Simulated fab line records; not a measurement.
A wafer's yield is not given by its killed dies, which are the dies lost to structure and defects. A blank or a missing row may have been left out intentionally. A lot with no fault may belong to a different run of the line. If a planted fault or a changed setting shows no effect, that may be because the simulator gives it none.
Struck lot and sound lot, side by side + flow nand_harc + 14 steps out of a route of 1159
Sound: wafers L527.1, L527.4, L527.6. Struck: wafer L533.6. (L533.1, L533.3 of the same lot were not struck and are left out.) The cause comes at the end.
At each step with rows: each side's tool, then ch and its chambers, then its first start. Under that, the readings that differ: sound wafers + struck wafers + difference of the means + sigmas: that difference in standard deviations of wafers without a fault.
alike: words and numbers the same on both sides, and readings whose means are apart by under 2 such deviations; not compared: readings that were withheld, readings missing a value for some wafer, numbers with overlapping values and no deviation given by the record, and bounds like >300 which may hide the same value.
Wherever a step has rows on one side only, a row that says differs or no value, or a row with sigmas, the two part there. When numbers do not overlap yet have no deviation, they are printed without sigmas and do not part them. A reading missing from all wafers of one side parts the sides only when that side holds two or more wafers.

first, 8 steps without rows for these wafers: NHARC_P_CONTACT_COAT_33 (time 75 s); NHARC_P_CONTACT_COAT_34 (time 65 s); NHARC_P_CONTACT_COAT_06 (resist thk 90 nm); NHARC_P_CONTACT_SOFTBAKE_07 (time 55 s); NHARC_P_CONTACT_EBR_08; NHARC_P_CONTACT_EXPOSE_09 (exposes mask P CA, target cd 90 nm); NHARC_P_CONTACT_PEB_10 (peb time 65 s); NHARC_P_CONTACT_DEVELOP_11 (develop time 35 s).
NHARC_P_CONTACT_CD_MEAS_12: the cd target is 90 nm.
  sound on cd_sem-01 ch 0, day 5 23:15; struck on cd_sem-02 ch 0, day 7 01:18
  alike: cd_nm
NHARC_P_CONTACT_OVL_MEAS_13:
  sound on overlay-01, day 5 23:20; struck on overlay-02, day 7 01:23
  alike: overlay_x_nm, overlay_y_nm
NHARC_P_CONTACT_INSPECT_14:
  sound on defect_inspect-02, day 5 23:23; struck on defect_inspect-02, day 7 01:26
  alike: raw_defect_count
NHARC_P_CONTACT_DESCUM_17: chemistry O2, time 3 s.
  sound on rie_diel-02 ch 0,2, day 5 23:26; struck on rie_diel-13 ch 2, day 7 01:29
  alike: drypump_motor_current_A, oes_product_au, rf_vpp_V, showerhead_plenum_p_Torr, throttle_valve_pct
  not compared: rf_hours_counter_h
NHARC_P_CONTACT_ETCH_35: etches the open film in CF4, target depth 39 nm, time 65 s.
  sound on rie_diel-02 ch 0,2, day 5 23:32; struck on rie_diel-13 ch 0, day 7 01:35
| reading          | sound          | struck | difference | sigmas |
|------------------|----------------|--------|------------|--------|
| run_length_s (s) | 86.9 85.3 85.6 | 67.1   | -18.8      | -43    |
  alike: cf4_flow_sccm, drypump_motor_current_A, oes_product_au, rf_vpp_V, showerhead_plenum_p_Torr, throttle_valve_pct
  not compared: rf_hours_counter_h
NHARC_P_CONTACT_ETCH_36: etches the open film in N2/H2, target depth 260 nm, time 406.25 s.
  sound: rie_diel-02 ch 2,3; struck: rie_diel-13 ch 2
| reading                     | sound       | struck | difference | sigmas |
|-----------------------------|-------------|--------|------------|--------|
| drypump_motor_current_A (A) | 5.7 4.9 4.9 | 6.4    | +1.2       | +3     |
  alike: h2_flow_sccm, oes_product_au, rf_vpp_V, run_length_s, showerhead_plenum_p_Torr, throttle_valve_pct
  not compared: rf_hours_counter_h

== WHERE THEY PART ==
Last at NHARC_P_CONTACT_ETCH_36 as far as this record goes, first at NHARC_P_CONTACT_ETCH_35.

WHY: what the simulator had put in
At NHARC_P_CONTACT_ETCH_35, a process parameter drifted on rie_diel-13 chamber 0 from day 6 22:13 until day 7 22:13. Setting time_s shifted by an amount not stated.
